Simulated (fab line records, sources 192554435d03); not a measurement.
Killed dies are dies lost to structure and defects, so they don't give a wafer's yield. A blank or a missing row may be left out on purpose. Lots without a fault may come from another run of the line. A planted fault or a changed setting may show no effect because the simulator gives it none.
fab line records | flow n5_finfet | part 1 of 2: steps 1 to 21 of 34
record lots=5 wafers=15 last_day=17
route steps=1938 shown BEOL_M3@933
lots that met no fault: from a run of the same line without faults
start_h: hours from the record's first day to the start of the lot's first wafer shown | wait_h: hours since the lot's step before | " the same as in the row above | L1.1+2: a row that stands for several wafers | - no value, or no start given | * or withheld: withheld | < > ~ a bound
route shown NAME@n: a module of which the file shows steps, and the number in the route of the first | usual: mean/standard deviation of fault-free wafers | same: alike in all rows | chamber/n: place in a boat | sites: the reading at each site | _std_site: their standard deviation | _edge_site: outer sites' mean less inner sites' | radius_mm: how far each site lies from the wafer's centre | mask NAME#n: copy n | behind: the tool/chamber that last shaped the wafer | hold: why the lot was held/for how many hours/how that ended | device: the transistor (n, p or np) that didn't switch | end of line: the same wafers' tests at the end of the route | a step without rows: its recipe alone | killed: dies lost to structure and defects at the first sort, not the wafer's yield | map: a wafer's dies, x killed, . not, _ none there
set.NAME: the setting as run; set.NAME@STEP: as run at that earlier step | model.NAME: the simulator's own value behind a step, which no gauge read
lots at some steps of the route; a table a step, a row a wafer
services: from which hour (start_h, from the record's first day; less than 0 if before it) a tool's chamber was out of use, for how many hours, and why
## steps
# step N5_BEOL_M3_PECVD_72
# recipe material=SiO2 target_thk_a=160 temp_c=400 precursor=TEOS/O2 pressure_torr=5.5 rf_w=450 teos_flow_sccm=53.8 gas=O2 flow_sccm=3000 time_s=18
# usual chamber_pressure_Torr=5.502/0.013 heater_power_w=734/60 showerhead_plenum_p_Torr=8.76/0.069 throttle_valve_pct=22.3/1.3
# columns lot.wafer tool chamber start_h wait_h chamber_pressure_Torr heater_power_w showerhead_plenum_p_Torr throttle_valve_pct
L076.1 pecvd-02 2 160.76 0.0 5.497 718 8.66 20.0
L076.3 " 0 " " 5.495 729 8.74 21.4
L076.4 " 2 " " 5.484 704 8.69 20.0
L078.1 pecvd-03 2 164.46 0.0 5.506 719 8.65 22.4
L078.3 " 1 " " 5.521 774 8.85 23.8
L078.5 " 2 " " 5.491 742 8.67 22.0
L079.3 pecvd-03 0 171.38 0.0 5.499 753 8.89 21.5
L079.5 " 0 " " 5.507 741 8.89 21.7
L079.6 " 1 " " 5.512 772 8.83 23.7
L085.2 pecvd-04 1 216.08 0.0 5.508 658 8.74 22.7
L085.3 " 2 " " 5.493 724 8.78 22.3
L085.6 " 2 " " 5.508 755 8.76 22.6
L096.4 pecvd-02 1 275.47 0.1 5.502 842 8.74 23.1
L096.5 " 0 " " 5.512 710 8.76 21.3
L096.6 " 2 " " 5.493 674 8.70 20.2
# step N5_BEOL_M3_HM_DEP_02
# recipe material=TiN target_thk_a=200 temp_c=25 chamber_pressure_pa=0.49996
# usual throttle_valve_pct=29.9/0.95
# columns lot.wafer tool chamber start_h wait_h throttle_valve_pct
L076.1 pvd_sputter-03 - 160.90 0.1 30.6
L076.3 " - " " 29.2
L076.4 " - " " 30.0
L078.1 pvd_sputter-03 - 166.64 2.2 30.6
L078.3 " - " " 29.2
L078.5 " - " " 30.6
L079.3 pvd_sputter-02 - 171.64 0.2 31.5
L079.5 " - " " 31.2
L079.6 " - " " 28.6
L085.2 pvd_sputter-02 - 217.95 1.9 29.1
L085.3 " - " " 28.3
L085.6 " - " " 28.6
L096.4 pvd_sputter-03 - 276.26 0.8 30.8
L096.5 " - " " 30.3
L096.6 " - " " 29.9
# step N5_BEOL_M3_COAT_61
# recipe resist=SOC temp_c=250 time_s=60 spin_rpm=1500 resist_thk_nm=60
# columns lot.wafer tool chamber start_h wait_h
L076.1+3+4 litho_track-02 0 161.03 0.1
L078.1+3+5 litho_track-02 0 166.77 0.1
L079.3+5+6 litho_track-05 0 171.76 0.1
L085.2+3+6 litho_track-05 0 218.08 0.1
L096.4+5+6 litho_track-05 0 276.39 0.1
# step N5_BEOL_M3_COAT_62
# recipe resist=SiARC temp_c=220 time_s=60 spin_rpm=1500 resist_thk_nm=12
# columns lot.wafer tool chamber start_h wait_h
L076.1+3+4 litho_track-02 0 - -
L078.1+3+5 litho_track-02 0 - -
L079.3+5+6 litho_track-05 0 - -
L085.2+3+6 litho_track-05 0 - -
L096.4+5+6 litho_track-05 0 - -
# step N5_BEOL_M3_COAT_73
# recipe resist=underlayer temp_c=205 time_s=60 spin_rpm=1500 resist_thk_nm=5
# columns lot.wafer tool chamber start_h wait_h
L076.1+3+4 litho_track-02 0 - -
L078.1+3+5 litho_track-02 0 - -
L079.3+5+6 litho_track-05 0 - -
L085.2+3+6 litho_track-05 0 - -
L096.4+5+6 litho_track-05 0 - -
# step N5_BEOL_M3_COAT_05
# recipe resist=CAR-EUV spin_rpm=1500 resist_thk_nm=30
# columns lot.wafer tool chamber start_h wait_h
L076.1+3+4 litho_track-02 0 - -
L078.1+3+5 litho_track-02 0 - -
L079.3+5+6 litho_track-05 0 - -
L085.2+3+6 litho_track-05 0 - -
L096.4+5+6 litho_track-05 0 - -
# step N5_BEOL_M3_EBR_07
# recipe solvent=PGMEA ebr_width_mm=1.5
# columns lot.wafer tool chamber start_h wait_h
L076.1+3+4 litho_track-02 0 - -
L078.1+3+5 litho_track-02 0 - -
L079.3+5+6 litho_track-05 0 - -
L085.2+3+6 litho_track-05 0 - -
L096.4+5+6 litho_track-05 0 - -
# step N5_BEOL_M3_SOFTBAKE_06
# recipe temp_c=110 time_s=60 resist=CAR-EUV
# columns lot.wafer tool chamber start_h wait_h
L076.1+3+4 litho_track-02 0 - -
L078.1+3+5 litho_track-02 0 - -
L079.3+5+6 litho_track-05 0 - -
L085.2+3+6 litho_track-05 0 - -
L096.4+5+6 litho_track-05 0 - -
# step N5_BEOL_M3_EXPOSE_08
# recipe mask_id=M3 na=0.33 source_shape=dipole sigma_inner=0.369 sigma_outer=0.767 polarization=unpolarized dose_mj=33
# usual focus_offset_nm=0.0/0.46
# same dipole_opening_deg=79.7 sigma_inner=0.369
# columns lot.wafer tool chamber start_h wait_h mask focus_offset_nm
L076.1 euv_scanner-02 0 161.16 - M3#0 0.2
L076.3 " 0 " " M3#0 -0.3
L076.4 " 0 " " M3#0 0.0
L078.1 euv_scanner-02 0 166.90 - M3#0 -0.5
L078.3 " 0 " " M3#0 -0.4
L078.5 " 0 " " M3#0 -0.5
L079.3 euv_scanner-01 0 172.04 - M3#0 0.0
L079.5 " 0 " " M3#0 -0.3
L079.6 " 0 " " M3#0 0.2
L085.2 euv_scanner-02 0 218.22 - M3#0 0.6
L085.3 " 0 " " M3#0 0.1
L085.6 " 0 " " M3#0 -0.2
L096.4 euv_scanner-01 0 276.67 - M3#0 0.1
L096.5 " 0 " " M3#0 0.3
L096.6 " 0 " " M3#0 -0.3
# step N5_BEOL_M3_PEB_09
# recipe peb_temp_c=100 peb_time_s=60 resist=CAR-EUV
# same peb_time_s=60
# columns lot.wafer tool chamber start_h wait_h
L076.1+3+4 litho_track-03 0 161.22 0.1
L078.1+3+5 litho_track-05 0 166.96 0.1
L079.3+5+6 litho_track-03 0 172.09 0.0
L085.2+3+6 litho_track-05 0 218.28 0.0
L096.4+5+6 litho_track-05 0 276.71 0.0
# step N5_BEOL_M3_DEVELOP_10
# recipe develop_time_s=30 developer=TMAH resist=CAR-EUV rinse_liquid=surfactant_rinse dry=air_spin dev_temp_c=23
# columns lot.wafer tool chamber start_h wait_h
L076.1+3+4 litho_track-03 0 - -
L078.1+3+5 litho_track-05 0 - -
L079.3+5+6 litho_track-03 0 - -
L085.2+3+6 litho_track-05 0 - -
L096.4+5+6 litho_track-05 0 - -
# step N5_BEOL_M3_CD_MEAS_11
# recipe target_cd_nm=17.05 landing_energy_ev=500 detector=se_inlens polarity=opening
# usual cd_nm=16.96/0.25
# columns lot.wafer tool chamber start_h wait_h cd_nm
L076.1 cd_sem-02 0 161.29 - 16.61
L076.3 " 0 " " 16.85
L076.4 " 0 " " 16.74
L078.1 cd_sem-01 0 167.03 - 17.49
L078.3 " 0 " " 17.12
L078.5 " 0 " " 17.03
L079.3 cd_sem-02 0 172.15 - 16.80
L079.5 " 0 " " 16.76
L079.6 " 0 " " 16.97
L085.2 cd_sem-01 0 218.34 - 17.21
L085.3 " 0 " " 16.73
L085.6 " 0 " " 16.81
L096.4 cd_sem-01 0 276.78 - 16.95
L096.5 " 0 " " 17.22
L096.6 " 0 " " 17.20
# step N5_BEOL_M3_OVL_MEAS_12
# recipe points_per_wafer=522
# usual M3_OVL=0.8/0.7
# same points_per_wafer=522
# columns lot.wafer tool chamber start_h wait_h M3_OVL[nm]
L076.1 overlay-02 0 161.32 0.0 -0.4
L076.3 " 0 " " 0.7
L076.4 " 0 " " 0.4
L078.1 overlay-02 0 167.06 0.0 1.7
L078.3 " 0 " " 1.7
L078.5 " 0 " " 1.0
L079.3 overlay-01 0 172.19 0.0 2.2
L079.5 " 0 " " 0.7
L079.6 " 0 " " 2.9
L085.2 overlay-02 0 218.38 0.0 0.0
L085.3 " 0 " " 1.0
L085.6 " 0 " " 0.9
L096.4 overlay-02 0 276.82 0.0 0.9
L096.5 " 0 " " 2.0
L096.6 " 0 " " 0.2
# step N5_BEOL_M3_INSPECT_13
# recipe mode=adi inspect_instrument=brightfield
# usual raw_defect_count=452/110
# columns lot.wafer tool chamber start_h wait_h raw_defect_count
L076.1 defect_inspect-01 - 161.38 0.1 485
L076.3 " - " " 408
L076.4 " - " " 596
L078.1 defect_inspect-01 - 167.12 0.1 493
L078.3 " - " " 503
L078.5 " - " " 411
L079.3 defect_inspect-01 - 172.24 0.0 305
L079.5 " - " " 404
L079.6 " - " " 403
L085.2 defect_inspect-01 - 218.43 0.0 267
L085.3 " - " " 265
L085.6 " - " " 367
L096.4 defect_inspect-01 - 276.87 0.0 329
L096.5 " - " " 364
L096.6 " - " " 331
# step N5_BEOL_M3_DESCUM_16
# recipe chemistry=O2 time_s=7 source_power_w=50 bias_power_w=20 pressure_mtorr=20 rf_frequency_hz=2.712e+07 temp_c=40 resist=CAR-EUV o2_flow_sccm=225
# usual bias_power_w=20.00/0.054 drypump_motor_current_A=5.75/0.25 oes_product_au=0.76/0.077 rf_vpp_V=243.3/1.3 showerhead_plenum_p_Torr=2.10/0.068 temp_c=40.01/0.13 throttle_valve_pct=20.52/0.21
# columns lot.wafer tool chamber start_h wait_h bias_power_w drypump_motor_current_A oes_product_au rf_hours_counter_h rf_vpp_V showerhead_plenum_p_Torr temp_c throttle_valve_pct
L076.1 rie_diel-06 2 161.56 0.2 19.96 5.53 0.70 203 244.0 2.08 40.02 20.45
L076.3 " 0 " " 20.04 5.84 0.73 146 243.2 2.09 40.03 20.70
L076.4 " 1 " " 20.08 5.91 0.74 165 244.4 2.19 39.91 20.62
L078.1 rie_diel-06 3 167.16 0.0 19.91 5.75 0.92 34 243.5 2.14 39.89 20.68
L078.3 " 1 " " 20.10 5.91 0.74 167 244.7 2.19 40.19 20.60
L078.5 " 3 " " 20.11 5.78 0.92 - 243.2 2.14 39.85 20.68
L079.3 rie_diel-05 3 172.27 0.0 20.02 6.11 0.93 10 245.4 2.22 39.98 20.49
L079.5 " 2 " " 19.90 5.57 0.86 - 242.2 2.12 40.25 20.21
L079.6 " 1 " " 20.04 5.74 0.74 - 243.8 2.07 40.02 19.97
L085.2 rie_diel-05 3 218.47 0.0 19.94 6.11 0.89 24 245.5 2.22 39.74 20.52
L085.3 " 1 " " 20.05 5.73 0.72 172 244.2 2.07 40.07 20.01
L085.6 " 3 " " 20.04 6.09 0.89 - 245.0 2.22 40.01 20.51
L096.4 rie_diel-03 1 277.24 0.4 20.00 6.24 0.67 224 241.4 1.99 39.91 20.69
L096.5 " 2 " " 19.99 5.51 0.86 - 245.2 2.24 39.92 20.38
L096.6 " 1 " " 19.94 6.21 0.68 - 240.5 1.99 40.02 20.69
# step N5_BEOL_M3_ETCH_74
# recipe chemistry=N2/H2 target=underlayer target_depth_a=65 mask_material=CAR-EUV time_s=5.2 ion_energy_ev=200 pressure_mtorr=30 source_w=840 bias_w=150 n2_flow_sccm=200 h2_flow_sccm=200 ends=cleared
# usual bias_w=150.0/0.45 drypump_motor_current_A=5.76/0.25 etch_rf_on_time_s=5.16/0.16 oes_product_au=0.65/0.064 rf_vpp_V=524.1/2.7 showerhead_plenum_p_Torr=2.55/0.081 throttle_valve_pct=17.95/0.17
# columns lot.wafer tool chamber start_h wait_h bias_w drypump_motor_current_A etch_rf_on_time_s oes_product_au rf_hours_counter_h rf_vpp_V showerhead_plenum_p_Torr throttle_valve_pct
L076.1 rie_diel-06 2 161.60 0.0 150.0 5.52 5.36 0.59 203 522.4 2.53 17.91
L076.3 " 0 " " 149.7 5.84 5.12 0.62 146 521.5 2.52 18.01
L076.4 " 1 " " 150.0 5.92 5.26 0.64 165 526.4 2.65 17.99
L078.1 rie_diel-06 3 167.19 0.0 150.5 5.79 5.05 0.77 34 524.5 2.59 18.00
L078.3 " 1 " " 150.1 5.90 5.25 0.63 167 524.4 2.65 17.97
L078.5 " 3 " " 150.6 5.77 5.03 0.79 - 524.6 2.60 18.02
L079.3 rie_diel-05 3 172.31 0.0 149.4 6.14 5.35 0.77 10 529.5 2.71 17.95
L079.5 " 2 " " 149.7 5.57 4.87 0.75 - 524.0 2.58 17.67
L079.6 " 1 " " 149.4 5.76 5.17 0.63 - 525.3 2.53 17.54
L085.2 rie_diel-05 3 218.50 0.0 150.2 6.11 5.39 0.74 24 530.1 2.70 17.94
L085.3 " 1 " " 150.0 5.73 5.12 0.62 172 524.0 2.52 17.59
L085.6 " 3 " " 149.3 6.10 5.35 0.73 - 525.1 2.70 17.98
L096.4 rie_diel-03 1 277.27 0.0 149.8 6.24 4.98 0.59 224 518.1 2.41 18.17
L096.5 " 2 " " 150.1 5.54 5.17 0.74 - 527.7 2.71 17.66
L096.6 " 1 " " 150.1 6.23 5.00 0.60 - 519.9 2.41 18.14
# step N5_BEOL_M3_ETCH_63
# recipe chemistry=CF4 target=SiARC target_depth_a=156 mask_material=CAR-EUV time_s=26 ion_energy_ev=80 pressure_mtorr=40 source_w=545 bias_w=36 Ar_flow_sccm=100 cf4_flow_sccm=100 ends=cleared
# usual bias_w=36.01/0.11 cf4_flow_sccm=100.0/0.33 drypump_motor_current_A=5.75/0.25 etch_rf_on_time_s=25.8/0.77 oes_product_au=0.66/0.065 rf_vpp_V=184.1/1.2 showerhead_plenum_p_Torr=2.15/0.061 throttle_valve_pct=15.70/0.17
# columns lot.wafer tool chamber start_h wait_h bias_w cf4_flow_sccm drypump_motor_current_A etch_rf_on_time_s oes_product_au rf_hours_counter_h rf_vpp_V showerhead_plenum_p_Torr throttle_valve_pct
L076.1 rie_diel-06 2 161.61 0.0 35.90 99.5 5.53 27.0 0.59 203 184.8 2.12 15.56
L076.3 " 0 " " 36.02 100.5 5.83 26.0 0.63 146 183.4 2.15 15.88
L076.4 " 1 " " 36.17 99.7 5.86 26.5 0.63 165 184.1 2.23 15.74
L078.1 rie_diel-06 3 167.21 0.0 36.06 99.8 5.79 25.8 0.78 34 185.0 2.18 15.68
L078.3 " 1 " " 35.91 100.0 5.93 26.8 0.63 167 185.7 2.23 15.77
L078.5 " 3 " " 35.96 99.8 5.80 25.7 0.78 - 185.7 2.18 15.66
L079.3 rie_diel-05 3 172.32 0.0 36.10 100.1 6.11 26.4 0.77 10 185.5 2.27 15.60
L079.5 " 2 " " 36.06 100.5 5.57 24.6 0.75 - 183.7 2.17 15.44
L079.6 " 1 " " 36.05 99.9 5.76 25.9 0.63 - 185.9 2.14 15.37
L085.2 rie_diel-05 3 218.52 0.0 36.06 100.7 6.07 26.8 0.74 24 184.6 2.27 15.64
L085.3 " 1 " " 36.15 100.4 5.74 25.9 0.62 172 185.1 2.13 15.39
L085.6 " 3 " " 36.02 100.7 6.11 26.7 0.75 - 186.1 2.27 15.61
L096.4 rie_diel-03 1 277.29 0.0 35.89 100.1 6.22 25.2 0.60 224 182.4 2.04 15.89
L096.5 " 2 " " 35.94 100.0 5.56 25.8 0.75 - 186.5 2.27 15.46
L096.6 " 1 " " 35.97 100.0 6.22 25.3 0.59 - 184.0 2.04 15.90
# step N5_BEOL_M3_ETCH_64
# recipe chemistry=N2/H2 target=SOC target_depth_a=750 overetch_a=150 mask_material=SiARC temp_c=40 time_s=112.5 ion_energy_ev=200 pressure_mtorr=30 source_w=840 bias_w=150 n2_flow_sccm=200 h2_flow_sccm=200
# usual bias_w=149.9/0.49 drypump_motor_current_A=5.76/0.25 oes_product_au=0.61/0.057 rf_vpp_V=524.1/2.4 showerhead_plenum_p_Torr=2.55/0.081 temp_c=40.00/0.095 throttle_valve_pct=17.91/0.17
# columns lot.wafer tool chamber start_h wait_h bias_w drypump_motor_current_A oes_product_au rf_hours_counter_h rf_vpp_V showerhead_plenum_p_Torr temp_c throttle_valve_pct
L076.1 rie_diel-06 2 161.64 0.0 150.5 5.51 0.56 203 522.9 2.53 40.17 17.87
L076.3 " 0 " " 150.4 5.84 0.58 146 524.0 2.52 40.08 17.98
L076.4 " 1 " " 149.8 5.93 0.59 165 526.5 2.65 40.06 17.94
L078.1 rie_diel-06 3 167.24 0.0 149.5 5.83 0.72 35 526.7 2.59 39.86 17.97
L078.3 " 1 " " 148.9 5.94 0.59 167 526.8 2.65 40.21 17.94
L078.5 " 3 " " 149.6 5.81 0.71 - 525.0 2.59 39.75 17.97
L079.3 rie_diel-05 3 172.35 0.0 151.1 6.08 0.73 11 528.1 2.71 40.01 17.90
L079.5 " 2 " " 150.0 5.58 0.68 - 524.6 2.58 40.11 17.63
L079.6 " 1 " " 150.5 5.73 0.58 - 522.8 2.53 40.01 17.51
L085.2 rie_diel-05 3 218.55 0.0 150.5 6.14 0.70 24 527.8 2.70 40.14 17.94
L085.3 " 1 " " 150.3 5.75 0.57 172 523.3 2.52 40.04 17.51
L085.6 " 3 " " 150.2 6.14 0.70 - 529.2 2.70 40.02 17.94
L096.4 rie_diel-03 1 277.32 0.0 150.5 6.23 0.55 224 519.9 2.41 39.92 18.10
L096.5 " 2 " " 149.9 5.51 0.69 - 529.1 2.71 40.00 17.65
L096.6 " 1 " " 149.6 6.24 0.54 - 519.3 2.41 40.08 18.11
# step N5_BEOL_M3_STRIP_65
# recipe chemistry=N2/H2 temp_c=40 n2_flow_sccm=200 h2_flow_sccm=200 rf_frequency_hz=6e+07
# columns lot.wafer tool chamber start_h wait_h
L076.1+3+4 rie_diel-06 2,0,1 161.75 0.1
L078.1+3+5 rie_diel-06 3,1,3 167.34 0.1
L079.3+5+6 rie_diel-05 3,2,1 172.46 0.1
L085.2+3+6 rie_diel-05 3,1,3 218.65 0.1
L096.4+5+6 rie_diel-03 1,2,1 277.43 0.1
# step N5_BEOL_M3_STRIP_75
# recipe chemistry=N2/H2 temp_c=40 n2_flow_sccm=200 h2_flow_sccm=200 rf_frequency_hz=6e+07
# columns lot.wafer tool chamber start_h wait_h
L076.1+3+4 rie_diel-06 2,0,1 161.76 0.0
L078.1+3+5 rie_diel-06 3,1,3 167.35 0.0
L079.3+5+6 rie_diel-05 3,2,1 172.47 0.0
L085.2+3+6 rie_diel-05 3,1,3 218.66 0.0
L096.4+5+6 rie_diel-03 1,2,1 277.44 0.0
# step N5_BEOL_M3_STRIP_66
# recipe chemistry=CF4 resist=SiARC power_w=300 bias_power_w=75 pressure_mtorr=50 cf4_flow_sccm=150 rf_frequency_hz=6e+07
# usual bias_power_w=74.98/0.22 cf4_flow_sccm=150.0/0.42 drypump_motor_current_A=5.75/0.25 oes_product_au=0.76/0.07 rf_vpp_V=271.2/1.4 showerhead_plenum_p_Torr=1.81/0.049 throttle_valve_pct=13.69/0.18
# columns lot.wafer tool chamber start_h wait_h bias_power_w cf4_flow_sccm drypump_motor_current_A oes_product_au rf_hours_counter_h rf_vpp_V showerhead_plenum_p_Torr throttle_valve_pct
L076.1 rie_diel-06 2 161.77 0.0 75.21 149.9 5.50 0.70 203 270.9 1.79 13.58
L076.3 " 0 " " 75.22 150.2 5.84 0.73 147 273.1 1.81 13.86
L076.4 " 1 " " 74.48 150.3 5.90 0.74 165 272.8 1.87 13.76
L078.1 rie_diel-06 3 167.36 0.0 74.96 150.3 5.78 0.89 35 273.1 1.82 13.59
L078.3 " 1 " " 75.49 149.8 5.89 0.74 167 272.4 1.87 13.77
L078.5 " 3 " " 74.95 149.8 5.75 0.89 - 272.1 1.82 13.57
L079.3 rie_diel-05 3 172.48 0.0 75.02 149.9 6.17 0.91 11 272.2 1.90 13.53
L079.5 " 2 " " 75.19 149.6 5.60 0.84 - 272.0 1.82 13.39
L079.6 " 1 " " 74.61 149.6 5.70 0.73 - 270.9 1.80 13.42
L085.2 rie_diel-05 3 218.67 0.0 75.14 149.8 6.10 0.87 24 271.5 1.90 13.54
L085.3 " 1 " " 74.62 149.7 5.71 0.72 172 271.9 1.80 13.46
L085.6 " 3 " " 75.13 149.4 6.12 0.87 - 271.9 1.90 13.55
L096.4 rie_diel-03 1 277.45 0.0 75.01 149.4 6.22 0.68 224 269.7 1.71 13.88
L096.5 " 2 " " 75.04 150.1 5.49 0.86 - 272.1 1.90 13.40
L096.6 " 1 " " 75.09 149.8 6.23 0.68 - 269.8 1.71 13.90
